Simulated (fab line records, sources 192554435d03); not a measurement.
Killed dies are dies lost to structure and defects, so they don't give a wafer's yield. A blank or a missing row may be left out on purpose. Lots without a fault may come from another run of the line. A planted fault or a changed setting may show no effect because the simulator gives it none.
Problem report in the 8D (eight disciplines) form, filled by code | flow n5_finfet | the parts of the form that need people (team, actions taken, sign-off) are left out

1. THE PROBLEM
spin_speed_rpm at N5_BEOL_M11_COAT_64 reads a mean of 1367.5 rpm on 6 wafers of 2 lots; wafers without a fault read 1499.8 rpm with a standard deviation of 0.9. That is -99 or more standard deviations from the usual mean.
The step: time 60 s, resist thk 30 nm.
First seen on wafer L519.2, day 17 22:46, on litho_track-01. The record holds 34 wafers of 12 lots with a number at this step. Rule for "out", or "out of limits": more than 4 standard deviations from the usual mean. The other wafers with a number count as sound.

2. WHAT IT IS AND WHAT IT IS NOT
question                    | is                     | is not
which readings at this step | spin_speed_rpm         | -
which lots                  | L518, L519             | L497, L500, L504, L505, L506, L507, L512, L513, L514, L520
which wafers of those lots  | all that have a number | -
read on which tools         | litho_track-01         | litho_track-02, litho_track-04
when                        | from day 17 22:46      | up to then (25 sound wafers); but 3 sound wafers of L520 came after

3. SUSPECTS, AND WHAT RULES EACH OUT
Counting: a tool at a process step up to the reading stays a suspect if it ran every lot that is out and no sound lot after the first of them.
- cmp-02 at N5_BEOL_M10_CMP_52 (polishes, stops on SiCOH lowk, t overpolish 7 s, target thk 140 nm): kept. It ran every lot that is out, first L519 (day 17 17:31), and no sound lot after that; its last sound lot up to then is L514 (day 15 20:53).
- litho_track-01 at N5_BEOL_M11_COAT_64 (time 60 s, resist thk 30 nm): kept. It ran every lot that is out, first L519 (day 17 22:46), and no sound lot after that; its last sound lot up to then is L512 (day 16 01:02). Its own readings are out on those wafers: spin_speed_rpm.
Left after counting: cmp-02 at N5_BEOL_M10_CMP_52, litho_track-01 at N5_BEOL_M11_COAT_64.

4. THE CAUSE (what the simulator had put in)
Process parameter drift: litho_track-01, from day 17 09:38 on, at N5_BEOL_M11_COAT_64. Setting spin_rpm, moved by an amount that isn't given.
Counting left 2 suspects, and this tool is among them.

5. THE CHAIN OF EFFECTS, in route order
Each row: a reading whose mean over the struck wafers that have a number lies more than 3 standard deviations from the usual. Only readings for which the record gives a usual standard deviation are gone through. hours: the time from each lot's start at the first step in this table that gives one to its start at this step, as a median over the lots. sigmas: the change in usual standard deviations.
hours | step                | reading        | usual      | on struck wafers | change | sigmas
0     | N5_BEOL_M11_COAT_64 | spin_speed_rpm | 1499.8 rpm | 1367.5           | -132.3 | -99 or more
The process steps in it:
- N5_BEOL_M11_COAT_64: time 60 s, resist thk 30 nm.

6. WHAT WOULD HAVE CAUGHT IT SOONER
In this record the first reading out of limits was taken at day 17 22:46, 13 hours after the fault began at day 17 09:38.
